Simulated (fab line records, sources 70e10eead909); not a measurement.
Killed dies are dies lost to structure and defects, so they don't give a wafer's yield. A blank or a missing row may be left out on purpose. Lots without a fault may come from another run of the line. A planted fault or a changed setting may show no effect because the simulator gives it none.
Which tool did it? | flow nand_harc | 24 lots, 72 wafers sampled, at 6 steps of a route of 1302

WHAT THE GAUGES READ, wafer by wafer
NHARC_A_DECK1_JOINT_INSPECT_05. Usual: raw_defect_count 301, standard deviation 100.
lot  | measured     | on                | raw_defect_count | flag
L074 | day 12 06:57 | defect_inspect-02 | 331 216 380      |
L075 | day 12 16:44 | defect_inspect-02 | 237 375 170      |
L076 | day 13 06:38 | defect_inspect-02 | 213 255 352      |
L077 | day 14 00:20 | defect_inspect-02 | 397 404 315      |
L078 | day 14 00:22 | defect_inspect-01 | 301 461 252      |
L079 | day 14 10:10 | defect_inspect-02 | 386 367 191      |
L080 | day 14 22:35 | defect_inspect-02 | 301 192 334      |
L081 | day 15 04:25 | defect_inspect-02 | 382 190 587      |
L082 | day 15 04:26 | defect_inspect-01 | 293 407 261      |
L083 | day 16 06:42 | defect_inspect-02 | 359 253 296      |
L084 | day 16 15:11 | defect_inspect-02 | 310 332 213      |
L085 | day 16 18:55 | defect_inspect-02 | 511 501 474      |
L086 | day 17 01:56 | defect_inspect-02 | 211 381 199      |
L087 | day 17 07:45 | defect_inspect-01 | 242 230 262      |
L088 | day 18 21:04 | defect_inspect-02 | 220 441 187      |
L089 | day 18 21:14 | defect_inspect-02 | 244 413 289      |
L090 | day 19 08:36 | defect_inspect-02 | 277 144 190      |
L091 | day 19 08:46 | defect_inspect-02 | 264 251 313      |
L092 | day 20 09:28 | defect_inspect-02 | 284 254 302      |
L093 | day 20 09:35 | defect_inspect-02 | 361 309 337      |
L094 | day 20 09:44 | defect_inspect-01 | 431 179 295      |
L095 | day 21 04:40 | defect_inspect-02 | 132 261 195      |
L096 | day 21 04:39 | defect_inspect-01 | 209 214 183      |
L097 | day 21 14:49 | defect_inspect-02 | 228 269 262      |

NHARC_A_ONON_D2_THK_MEAS_05: measures by ellipsometry. Usual: thk_nm 998 nm, standard deviation 7.9.
lot  | measured     | on            | thk_nm (nm)    | flag
L074 | day 12 08:11 | film_metro-01 | 1003 1002 1002 |
L075 | day 12 17:53 | film_metro-02 | 1002 1004 1004 |
L076 | day 13 07:46 | film_metro-01 | 993 995 993    |
L077 | day 14 01:28 | film_metro-02 | 1008 1009 1006 |
L078 | day 14 01:29 | film_metro-01 | 996 995 996    |
L079 | day 14 11:19 | film_metro-01 | 1004 1004 1003 |
L080 | day 14 23:44 | film_metro-01 | 1006 1007 1004 |
L081 | day 15 05:34 | film_metro-01 | 995 994 993    |
L082 | day 15 05:35 | film_metro-02 | 999 1001 999   |
L083 | day 16 07:50 | film_metro-01 | 1003 1005 1005 |
L084 | day 16 16:20 | film_metro-01 | 990 989 990    |
L085 | day 16 20:03 | film_metro-01 | 998 997 995    |
L086 | day 17 03:04 | film_metro-01 | 991 991 992    |
L087 | day 17 08:53 | film_metro-02 | 995 995 995    |
L088 | day 18 22:13 | film_metro-02 | 999 996 997    |
L089 | day 18 22:23 | film_metro-01 | 1010 1009 1010 |
L090 | day 19 09:53 | film_metro-01 | 998 996 999    |
L091 | day 19 10:16 | film_metro-02 | 1007 1006 1005 |
L092 | day 20 10:37 | film_metro-02 | 977 979 979    |
L093 | day 20 10:43 | film_metro-01 | 1004 1006 1009 |
L094 | day 20 10:52 | film_metro-02 | 994 997 998    |
L095 | day 21 05:48 | film_metro-02 | 987 986 985    |
L096 | day 21 05:47 | film_metro-01 | 992 990 992    |
L097 | day 21 15:56 | film_metro-01 | 1010 1012 1011 |

WHICH TOOL RAN EACH LOT (tool, then ch and the chambers of the sampled wafers, then the start)
lot  | NHARC_P_BONDPAD_DEP_00                     | NHARC_P_BONDPAD_PRE_CLEAN_26            | NHARC_A_CHANNEL_FILL_D1_ALD_03                 | NHARC_A_CHANNEL_FILL_D1_STRIP_29
L074 | pecvd-03 ch 0,1, day 12 06:57 or earlier   | pvd_sputter-01, day 12 06:57 or earlier | ald_sin_batch-01 ch 0, day 12 06:57 or earlier | rie_diel-10 ch 0,2, day 12 06:57 or earlier
L075 | pecvd-03 ch 0,1,2, day 6 20:42             | pvd_sputter-02, day 12 16:44 or earlier | ald_sin_batch-02 ch 0, day 12 16:44 or earlier | rie_diel-06 ch 2,3, day 12 16:44 or earlier
L076 | pecvd-03 ch 0,1,2, day 7 09:17             | pvd_sputter-01, day 13 06:38 or earlier | ald_sin_batch-02 ch 0, day 13 06:38 or earlier | rie_diel-06 ch 0,1,2, day 13 06:38 or earlier
L077 | pecvd-01 ch 0,2, day 7 14:41               | pvd_sputter-01, day 14 00:20 or earlier | ald_sin_batch-02 ch 0, day 14 00:20 or earlier | rie_diel-06 ch 1,2, day 14 00:20 or earlier
L078 | pecvd-04 ch 1,2, day 8 01:17               | pvd_sputter-02, day 14 00:22 or earlier | ald_sin_batch-01 ch 0, day 14 00:22 or earlier | rie_diel-13 ch 0,2, day 14 00:22 or earlier
L079 | pecvd-04 ch 1,2, day 8 12:12               | pvd_sputter-01, day 14 10:10 or earlier | ald_sin_batch-02 ch 0, day 14 10:10 or earlier | rie_diel-06 ch 1,2,3, day 14 10:10 or earlier
L080 | pecvd-01 ch 0,1,2, day 14 22:35 or earlier | pvd_sputter-03, day 14 22:35 or earlier | ald_sin_batch-01 ch 0, day 14 22:35 or earlier | rie_diel-10 ch 0,1,2, day 14 22:35 or earlier
L081 | pecvd-01 ch 0,1,2, day 15 04:25 or earlier | pvd_sputter-02, day 15 04:25 or earlier | ald_sin_batch-03 ch 0, day 15 04:25 or earlier | rie_diel-13 ch 0,1,2, day 15 04:25 or earlier
L082 | pecvd-03 ch 0,1,2, day 9 19:51             | pvd_sputter-02, day 13 14:51 or earlier | ald_sin_batch-01 ch 0, day 13 14:51 or earlier | rie_diel-06 ch 0,2,3, day 13 14:51
L083 | pecvd-03 ch 1,2, day 10 10:34              | pvd_sputter-02, day 16 06:42 or earlier | ald_sin_batch-01 ch 0, day 16 06:42 or earlier | rie_diel-10 ch 0,2,3, day 16 06:42 or earlier
L084 | pecvd-04 ch 0,2, day 16 15:11 or earlier   | pvd_sputter-02, day 16 15:11 or earlier | ald_sin_batch-01 ch 0, day 16 15:11 or earlier | rie_diel-06 ch 1,2,3, day 16 15:11 or earlier
L085 | pecvd-03 ch 0,1,2, day 16 18:55 or earlier | pvd_sputter-01, day 16 18:55 or earlier | ald_sin_batch-03 ch 0, day 16 18:55 or earlier | rie_diel-10 ch 0,1,3, day 16 18:55 or earlier
L086 | pecvd-03 ch 0,1,2, day 11 07:32            | pvd_sputter-03, day 17 01:56 or earlier | ald_sin_batch-02 ch 0, day 17 01:56 or earlier | rie_diel-10 ch 0,1,2, day 17 01:56 or earlier
L087 | pecvd-03 ch 0,1,2, day 11 20:01            | pvd_sputter-03, day 17 07:45 or earlier | ald_sin_batch-01 ch 0, day 17 07:45 or earlier | rie_diel-13 ch 2,3, day 17 07:45 or earlier
L088 | pecvd-03 ch 0,1,2, day 12 22:22            | pvd_sputter-02, day 18 21:04 or earlier | ald_sin_batch-01 ch 0, day 18 21:04 or earlier | rie_diel-13 ch 1,3, day 18 21:04 or earlier
L089 | pecvd-03 ch 0,2, day 12 23:25              | pvd_sputter-01, day 18 21:14 or earlier | ald_sin_batch-01 ch 0, day 18 21:14 or earlier | rie_diel-06 ch 1,2, day 18 21:14 or earlier
L090 | pecvd-01 ch 0,2, day 13 08:13              | pvd_sputter-01, day 19 08:36 or earlier | ald_sin_batch-02 ch 0, day 19 08:36 or earlier | rie_diel-06 ch 2,3, day 19 08:36 or earlier
L091 | pecvd-04 ch 1,2, day 19 08:46 or earlier   | pvd_sputter-01, day 19 08:46 or earlier | ald_sin_batch-02 ch 0, day 19 08:46 or earlier | rie_diel-13 ch 0,1,2, day 19 08:46 or earlier
L092 | pecvd-04 ch 0,1,2, day 20 09:28 or earlier | pvd_sputter-03, day 20 09:28 or earlier | ald_sin_batch-02 ch 0, day 20 09:28 or earlier | rie_diel-13 ch 0,3, day 20 09:28 or earlier
L093 | pecvd-03 ch 0,1, day 14 17:18              | pvd_sputter-02, day 20 09:35 or earlier | ald_sin_batch-01 ch 0, day 20 09:35 or earlier | rie_diel-06 ch 0,1, day 20 09:35 or earlier
L094 | pecvd-04 ch 0,2, day 14 18:24              | pvd_sputter-03, day 20 09:44 or earlier | ald_sin_batch-01 ch 0, day 20 09:44 or earlier | rie_diel-13 ch 0,3, day 20 09:44 or earlier
L095 | pecvd-01 ch 0,1,2, day 15 10:43            | pvd_sputter-01, day 21 04:40 or earlier | ald_sin_batch-01 ch 0, day 21 04:40 or earlier | rie_diel-06 ch 0,3, day 21 04:40 or earlier
L096 | pecvd-03 ch 1,2, day 15 15:04              | pvd_sputter-02, day 21 04:39 or earlier | ald_sin_batch-01 ch 0, day 21 04:39 or earlier | rie_diel-10 ch 0,1,2, day 21 04:39 or earlier
L097 | pecvd-01 ch 0,1,2, day 15 22:20            | pvd_sputter-01, day 21 14:49 or earlier | ald_sin_batch-01 ch 0, day 21 14:49 or earlier | rie_diel-10 ch 0,2,3, day 21 14:49 or earlier
- NHARC_P_BONDPAD_DEP_00: deposits SiCN, target thk 250 nm.
- NHARC_P_BONDPAD_PRE_CLEAN_26: time 30 s.
- NHARC_A_CHANNEL_FILL_D1_ALD_03: deposits SiNx, target thk 6 nm, pulse time 60 s, ald cycles 58.
- NHARC_A_CHANNEL_FILL_D1_STRIP_29: strips in O2, time 20 s.

WHAT THE TOOLS THEMSELVES READ (means of the sampled wafers that have a number; where no wafer has one, the mark that the record gives instead)
NHARC_P_BONDPAD_DEP_00. Usual: heater_power_w 566 W, standard deviation 100.
lot  | tool     | heater_power_w (W) | flag
L074 | pecvd-03 | 519                |
L075 | pecvd-03 | 477                |
L076 | pecvd-03 | 565                |
L077 | pecvd-01 | 484                |
L078 | pecvd-04 | 591                |
L079 | pecvd-04 | 594                |
L080 | pecvd-01 | 570                |
L081 | pecvd-01 | 543                |
L082 | pecvd-03 | 554                |
L083 | pecvd-03 | 632                |
L084 | pecvd-04 | 657                |
L085 | pecvd-03 | 565                |
L086 | pecvd-03 | 510                |
L087 | pecvd-03 | 558                |
L088 | pecvd-03 | 535                |
L089 | pecvd-03 | 561                |
L090 | pecvd-01 | 510                |
L091 | pecvd-04 | 623                |
L092 | pecvd-04 | 625                |
L093 | pecvd-03 | 484                |
L094 | pecvd-04 | 553                |
L095 | pecvd-01 | 557                |
L096 | pecvd-03 | 662                |
L097 | pecvd-01 | 586                |

NHARC_P_BONDPAD_PRE_CLEAN_26. Usual: heater_power_w 421 W, standard deviation 46.
lot  | tool           | heater_power_w (W) | flag
L074 | pvd_sputter-01 | 399                |
L075 | pvd_sputter-02 | 392                |
L076 | pvd_sputter-01 | 404                |
L077 | pvd_sputter-01 | 426                |
L078 | pvd_sputter-02 | 392                |
L079 | pvd_sputter-01 | 431                |
L080 | pvd_sputter-03 | 441                |
L081 | pvd_sputter-02 | 454                |
L082 | pvd_sputter-02 | 397                |
L083 | pvd_sputter-02 | 452                |
L084 | pvd_sputter-02 | 455                |
L085 | pvd_sputter-01 | 417                |
L086 | pvd_sputter-03 | 417                |
L087 | pvd_sputter-03 | 423                |
L088 | pvd_sputter-02 | 459                |
L089 | pvd_sputter-01 | 386                |
L090 | pvd_sputter-01 | 406                |
L091 | pvd_sputter-01 | 396                |
L092 | pvd_sputter-03 | 407                |
L093 | pvd_sputter-02 | 450                |
L094 | pvd_sputter-03 | 418                |
L095 | pvd_sputter-01 | 420                |
L096 | pvd_sputter-02 | 496                |
L097 | pvd_sputter-01 | 404                |

NHARC_A_CHANNEL_FILL_D1_ALD_03. Usual: precursor_pulse_height_rel 0.999, standard deviation 0.018.
lot  | tool             | precursor_pulse_height_rel | flag
L074 | ald_sin_batch-01 | 1.003                      |
L075 | ald_sin_batch-02 | 0.997                      |
L076 | ald_sin_batch-02 | 1.009                      |
L077 | ald_sin_batch-02 | 1.001                      |
L078 | ald_sin_batch-01 | 0.987                      |
L079 | ald_sin_batch-02 | 0.985                      |
L080 | ald_sin_batch-01 | 0.998                      |
L081 | ald_sin_batch-03 | 1.005                      |
L082 | ald_sin_batch-01 | 1.001                      |
L083 | ald_sin_batch-01 | 0.989                      |
L084 | ald_sin_batch-01 | 0.991                      |
L085 | ald_sin_batch-03 | 1.002                      |
L086 | ald_sin_batch-02 | 0.997                      |
L087 | ald_sin_batch-01 | 1.005                      |
L088 | ald_sin_batch-01 | 1.002                      |
L089 | ald_sin_batch-01 | 1.006                      |
L090 | ald_sin_batch-02 | 0.992                      |
L091 | ald_sin_batch-02 | 1.000                      |
L092 | ald_sin_batch-02 | 1.019                      |
L093 | ald_sin_batch-01 | 0.996                      |
L094 | ald_sin_batch-01 | 0.997                      |
L095 | ald_sin_batch-01 | 1.009                      |
L096 | ald_sin_batch-01 | 0.982                      |
L097 | ald_sin_batch-01 | 1.002                      |

NHARC_A_CHANNEL_FILL_D1_STRIP_29. Usual: drypump_motor_current_A 5.9 A, standard deviation 0.45; oes_product_au 1.000 a.u., standard deviation 0.012; rf_vpp_V 58.0 V, standard deviation 0.91; showerhead_plenum_p_Torr 3.58 Torr, standard deviation 0.11; throttle_valve_pct 17.036 %, standard deviation 0.0095.
lot  | tool        | drypump_motor_current_A (A) | oes_product_au (a.u.) | rf_vpp_V (V) | showerhead_plenum_p_Torr (Torr) | throttle_valve_pct (%) | flag
L074 | rie_diel-10 | 5.7                         | 0.996                 | 57.7         | 3.46                            | 17.033                 |
L075 | rie_diel-06 | 6.5                         | 1.000                 | 57.8         | 3.57                            | 17.037                 |
L076 | rie_diel-06 | 6.0                         | 0.993                 | 57.8         | 3.60                            | 17.034                 |
L077 | rie_diel-06 | 5.9                         | 0.988                 | 58.5         | 3.63                            | 17.033                 |
L078 | rie_diel-13 | 5.7                         | 0.997                 | 58.2         | 3.59                            | 17.041                 |
L079 | rie_diel-06 | 6.1                         | 1.004                 | 57.6         | 3.62                            | 17.044                 |
L080 | rie_diel-10 | 5.8                         | 1.001                 | 58.1         | 3.55                            | 17.029                 |
L081 | rie_diel-13 | 5.7                         | 1.003                 | 57.8         | 3.59                            | 17.037                 |
L082 | rie_diel-06 | 6.1                         | 1.002                 | 58.2         | 3.59                            | 17.034                 |
L083 | rie_diel-10 | 5.8                         | 1.008                 | 57.7         | 3.55                            | 17.044                 |
L084 | rie_diel-06 | 6.1                         | 1.004                 | 58.4         | 3.62                            | 17.039                 |
L085 | rie_diel-10 | 5.8                         | 1.005                 | 57.8         | 3.64                            | 17.035                 |
L086 | rie_diel-10 | 5.8                         | 1.000                 | 57.9         | 3.55                            | 17.034                 |
L087 | rie_diel-13 | 5.4                         | 0.981                 | 58.4         | 3.66                            | 17.042                 |
L088 | rie_diel-13 | 5.2                         | 0.993                 | 58.7         | 3.64                            | 17.042                 |
L089 | rie_diel-06 | 6.3                         | 1.013                 | 58.3         | 3.57                            | 17.034                 |
L090 | rie_diel-06 | 6.5                         | 1.011                 | 57.5         | 3.56                            | 17.029                 |
L091 | rie_diel-13 | 5.7                         | 0.991                 | 58.4         | 3.59                            | 17.039                 |
L092 | rie_diel-13 | 5.8                         | 1.003                 | 57.7         | 3.50                            | 17.040                 |
L093 | rie_diel-06 | 5.6                         | 0.987                 | 57.2         | 3.61                            | 17.038                 |
L094 | rie_diel-13 | 5.8                         | 1.002                 | 58.1         | 3.50                            | 17.033                 |
L095 | rie_diel-06 | 5.8                         | 1.000                 | 57.5         | 3.60                            | 17.036                 |
L096 | rie_diel-10 | 5.8                         | 1.005                 | 58.3         | 3.55                            | 17.036                 |
L097 | rie_diel-10 | 5.7                         | 1.008                 | 56.8         | 3.55                            | 17.042                 |

THE ANSWER, worked out from the rows above alone
Rule: a lot is off if the mean of its wafers that have a number lies more than 3 standard deviations from the usual mean. A lot without any number at a reading at which 4 lots or more have one is off too. The other lots that the step has rows for count as sound. The gauges are gone through in route order, then the tools' own readings, and for those a lot's mean is taken as printed above. The first step at which some lot is off is used, and at that step the reading that is off furthest; a lot without a number counts as furthest.
No lot is off at any reading shown: from this, nothing can be told.

WHAT THE SIMULATOR HAD PUT IN
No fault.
